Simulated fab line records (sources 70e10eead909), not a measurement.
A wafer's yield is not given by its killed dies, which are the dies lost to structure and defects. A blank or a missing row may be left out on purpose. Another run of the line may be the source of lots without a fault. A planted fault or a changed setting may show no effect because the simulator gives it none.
A struck lot beside a sound one :: flow nand-harc :: 15 steps out of a route of 1159
Sound: these wafers, L763.2, L763.3, L763.6. Struck: wafer L771.3; the same lot's L771.5 was not struck, so it is left out; see the end for the cause.
For every step that has rows: the tool of each side, followed by ch and its chambers, followed by its first start. Under that, the readings that differ: sound wafers :: struck wafers :: difference of the means :: sigmas: that difference in standard deviations of wafers without a fault.
alike: words and numbers the same on both sides, and readings whose means are apart by under 2 such deviations; not compared: readings that were withheld, readings missing a value for some wafer, numbers with overlapping values and no deviation given by the record, and bounds like >300 which may hide the same value.
A row with sigmas, a row that says differs or no value, or rows on one side alone: a step with any of these is where the two part. Numbers that have no deviation but don't overlap get no sigmas and don't part them. Lack of a reading on every wafer of one side parts them only where that side has two or more wafers.

first, 5 steps without rows for these wafers: NHARC_A_SGD_CUT_SOFTBAKE_04 (time 55 s); NHARC_A_SGD_CUT_EBR_05; NHARC_A_SGD_CUT_EXPOSE_06 (exposes mask SGD); NHARC_A_SGD_CUT_PEB_07 (peb time 65 s); NHARC_A_SGD_CUT_DEVELOP_08 (develop time 35 s).
NHARC_A_SGD_CUT_CD_MEAS_09: the cd target is 100 nm.
  sound on cd-sem-02 ch 0, day 16 04:23; struck on cd-sem-01 ch 0, day 17 12:16
reading: cd-nm (nm)
sound: 100.6 100.3 100.4
struck: 99.1
difference: -1.3
sigmas: -3
NHARC_A_SGD_CUT_OVL_MEAS_10:
  sound on overlay-01 at day 16 04:29; struck on overlay-01 at day 17 12:21
reading: overlay-y-nm (nm)
sound: -0.6 -1.0 -0.3
struck: 0.6
difference: +1.2
sigmas: +2
  alike: overlay-x-nm
NHARC_A_SGD_CUT_INSPECT_11:
  sound on defect-inspect-01 at day 16 04:31; struck on defect-inspect-01 at day 17 12:23
  alike: raw-defect-count
NHARC_A_SGD_CUT_DESCUM_14: chemistry O2, time 3 s.
  sound on rie-diel-01 ch 1,2,3, day 16 04:35; struck on rie-diel-08 ch 1, day 17 12:28
  alike: chamber-pressure-mTorr, drypump-motor-current-A, oes-product-au, rf-vpp-V, showerhead-plenum-p-Torr, throttle-valve-pct
  not compared: rf-hours-counter-h
NHARC_A_SGD_CUT_ETCH_58: etches the open film in CF4, target depth 39 nm, time 65 s.
  sound on rie-diel-01 ch 0,2,3, day 16 04:40; struck on rie-diel-08 ch 1, day 17 12:33
  alike: chamber-pressure-mTorr, drypump-motor-current-A, oes-product-au, rf-vpp-V, run-length-s, showerhead-plenum-p-Torr, throttle-valve-pct
  not compared: rf-hours-counter-h
NHARC_A_SGD_CUT_ETCH_59: etches the open film in N2/H2, target depth 260 nm, time 406.25 s.
  sound on rie-diel-01 ch 0,1,3; struck on rie-diel-08 ch 2
reading: chamber-pressure-mTorr (mTorr)
sound: 29.981 30.010 29.985
struck: 29.933
difference: -0.059
sigmas: -2

reading: drypump-motor-current-A (A)
sound: 4.8 5.2 5.8
struck: 6.1
difference: +0.8
sigmas: +2
  alike: oes-product-au, rf-vpp-V, run-length-s, showerhead-plenum-p-Torr, throttle-valve-pct
  not compared: rf-hours-counter-h
NHARC_A_SGD_CUT_ETCH_15: etches the open film in CH3F/O2, target depth 75 nm, time 64.3 s.
  sound on rie-diel-01 ch 0,1,2; struck on rie-diel-08 ch 3
  alike: chamber-pressure-mTorr, drypump-motor-current-A, oes-product-au, rf-vpp-V, run-length-s, showerhead-plenum-p-Torr, throttle-valve-pct
  not compared: rf-hours-counter-h
NHARC_A_SGD_CUT_ETCH_16: etches the open film in C4F8/O2/Ar, target depth 310.5 nm, time 155.2 s.
  sound on rie-diel-01 ch 0,1,3, day 16 05:10; struck on rie-diel-08 ch 1, day 17 13:13
reading: rf-vpp-V (V)
sound: 722 720 721
struck: 730
difference: +9
sigmas: +2

reading: run-length-s (s)
sound: 176.1 176.7 177.4
struck: 190.7
difference: +14.0
sigmas: +32
  alike: chamber-pressure-mTorr, oes-product-au
  not compared: rf-hours-counter-h
then, 2 steps without rows for these wafers: NHARC_A_SGD_CUT_STRIP_60 (strips in C4F8/O2/Ar); NHARC_END_SORT_01.

## WHERE THEY PART
Last at NHARC_A_SGD_CUT_ETCH_16 as far as this record goes, first at NHARC_A_SGD_CUT_CD_MEAS_09.

WHY: what the simulator had put in
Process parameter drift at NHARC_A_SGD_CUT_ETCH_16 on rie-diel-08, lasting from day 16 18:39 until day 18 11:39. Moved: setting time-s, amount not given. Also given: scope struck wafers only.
